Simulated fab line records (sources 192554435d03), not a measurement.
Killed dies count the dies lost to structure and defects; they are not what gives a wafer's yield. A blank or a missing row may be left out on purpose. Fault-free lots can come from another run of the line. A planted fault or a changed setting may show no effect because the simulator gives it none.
Matching of chambers :: flow n5-finfet :: 4 sister chambers for N5_BEOL_M0_SAQP_STRIP_86 on rie-diel-04
The step strips in N2/H2. 4 wafers are shown with their chamber, then 12 later ones without.

EACH WAFER AND ITS CHAMBER
wafer: L081.2
chamber: 0
drypump-motor-current-A (A): 5.4

wafer: L085.2
chamber: 1
drypump-motor-current-A (A): 4.7

wafer: L085.4
chamber: 2
drypump-motor-current-A (A): 6.5

wafer: L085.5
chamber: 3
drypump-motor-current-A (A): 6.8

WAFERS WHOSE CHAMBER IS MISSING
wafer: L089.4
drypump-motor-current-A (A): 6.5

wafer: L089.5
drypump-motor-current-A (A): 5.4

wafer: L089.6
drypump-motor-current-A (A): 6.7

wafer: L088.2
drypump-motor-current-A (A): 4.7

wafer: L088.5
drypump-motor-current-A (A): 4.7

wafer: L088.6
drypump-motor-current-A (A): 5.4

wafer: L090.1
drypump-motor-current-A (A): 6.8

wafer: L090.3
drypump-motor-current-A (A): 4.7

wafer: L090.5
drypump-motor-current-A (A): 4.7

wafer: L096.2
drypump-motor-current-A (A): 4.7

wafer: L096.4
drypump-motor-current-A (A): 6.8

wafer: L096.6
drypump-motor-current-A (A): 6.5

WHICH CHAMBER EACH ONE RAN IN
wafer: L089.4
from the rows above: 2
in truth: 2

wafer: L089.5
from the rows above: 0
in truth: 0

wafer: L089.6
from the rows above: 3
in truth: 3

wafer: L088.2
from the rows above: 1
in truth: 1

wafer: L088.5
from the rows above: 1
in truth: 1

wafer: L088.6
from the rows above: 0
in truth: 0

wafer: L090.1
from the rows above: 3
in truth: 3

wafer: L090.3
from the rows above: 1
in truth: 1

wafer: L090.5
from the rows above: 1
in truth: 1

wafer: L096.2
from the rows above: 1
in truth: 1

wafer: L096.4
from the rows above: 3
in truth: 3

wafer: L096.6
from the rows above: 2
in truth: 2
Correct placement for 12 of the 12. Number that these rows cannot place: 0. Number placed wrongly: 0.
How it was worked out, from the rows above alone: a wafer's distance from a chamber is the root of the sum, over the readings, of the square of ((its reading less the chamber's mean) divided by the reading's scatter). The wafer belongs to the nearest chamber; if the next one is less than 2 further off, it can't be placed. Each chamber's mean is taken over the wafers shown for it. The scatter: root of mean squared gap, hidden wafer to nearest shown wafer, with one shown wafer a chamber.
